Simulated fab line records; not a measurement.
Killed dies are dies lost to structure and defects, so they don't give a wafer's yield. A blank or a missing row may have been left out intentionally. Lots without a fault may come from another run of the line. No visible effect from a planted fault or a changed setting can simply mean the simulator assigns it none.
Split-lot trial | flow n5-finfet | 21 wafers read from 7 lots, route of 1938 steps

== ON THE SPLIT ==
At N5_BEOL_M11_TRENCH_ETCH_37 (etches SiCOH lowk in C4F6/O2, target depth 148.83 nm, time 48 s), the setting bias-w was moved away from the recipe's 185 W on 9 of the 21 wafers read, by -13.5% to +17.0%. This setting was run at the recipe's value on the other wafers.

The reading comes from the split's own step.

== THE READING ==
rf-vpp-V, in V, at N5_BEOL_M11_TRENCH_ETCH_37 (etches SiCOH lowk in C4F6/O2, target depth 148.83 nm, time 48 s). On this fab line, fault-free wafers typically give 661 V with a standard deviation of 13 V.

wafer  | tool, chamber at the split | bias-w as run, W | against the recipe | rf-vpp-V, V | against lot-mates on the recipe
L075.1 | rie-diel-01, 1             | 216.4            | +17.0%             | 740         | no lot-mate on the recipe
L075.5 | rie-diel-01, 2             | 216.4            | +17.0%             | 756         | no lot-mate on the recipe
L075.6 | rie-diel-01, 1             | 216.4            | +17.0%             | 738         | no lot-mate on the recipe
L077.2 | rie-diel-03, 0             | 185              | recipe             | 677         | -
L077.4 | rie-diel-03, 2             | 160.1            | -13.5%             | 575         | -102
L077.5 | rie-diel-03, 3             | 160.1            | -13.5%             | 601         | -76
L081.2 | rie-diel-01, 0             | 185              | recipe             | 645         | -
L081.4 | rie-diel-01, 3             | 185              | recipe             | 652         | -
L081.6 | rie-diel-01, 3             | 185              | recipe             | 651         | -
L090.4 | rie-diel-06, 0             | 185              | recipe             | 645         | -
L090.5 | rie-diel-06, 1             | 173.7            | -6.1%              | 629         | -16
L090.6 | rie-diel-06, 0             | 185              | recipe             | 646         | -
L091.3 | rie-diel-03, 2             | 185              | recipe             | 645         | -
L091.5 | rie-diel-03, 3             | 167.1            | -9.7%              | 621         | -40
L091.6 | rie-diel-03, 0             | 185              | recipe             | 677         | -
L092.1 | rie-diel-06, 2             | 185              | recipe             | 652         | -
L092.3 | rie-diel-06, 0             | 185              | recipe             | 646         | -
L092.4 | rie-diel-06, 0             | 185              | recipe             | 647         | -
L093.1 | rie-diel-03, 2             | 185              | recipe             | 644         | -
L093.3 | rie-diel-03, 0             | 197.1            | +6.5%              | 711         | +67
L093.6 | rie-diel-03, 1             | 197.1            | +6.5%              | 707         | +63

THE FIT
A straight line over all 21 wafers: rf-vpp-V changes by +5.21 V for each +1% of bias-w; r = +0.96; the points scatter about the line by 13 V.
The same after taking each lot's own level away (the mean of its wafers on the recipe; 18 wafers): +6.72 V for each +1%; r = +0.95; scatter 13 V.
According to that fit, moving bias-w by its largest amount changes the reading by 1.1e+02 V.
Across the lots, their own levels run from 644.0 to 677.0 V, a range of 2.5 times the standard deviation given above.
So the lot-to-lot level changes the slope: the two fits differ.
Check: for one of the wafers moved furthest among these (-13.5%), held out of the fit, the line's prediction against its lot-mates is -77.3 V. It came out at -102 V against them.
Tool readings at the split's step, against how far the setting was moved: rf-vpp-V r = +0.96.

== THESE WAFERS: OTHER SPLITS ==
Other splits were also applied to these wafers ahead of the reading. Each is held against what the fit with the lots' levels taken away leaves over:
other split on the same wafers | wafers away from the commonest value | r with rf-vpp-V (lot level and that fit taken away)
N5_BEOL_M11_PEB_26 peb-time-s  | 7                                    | +0.04

== THE FILE'S OWN FIT ==
rf-vpp-V changes by +5.95 V for each +1% of bias-w, r = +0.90.
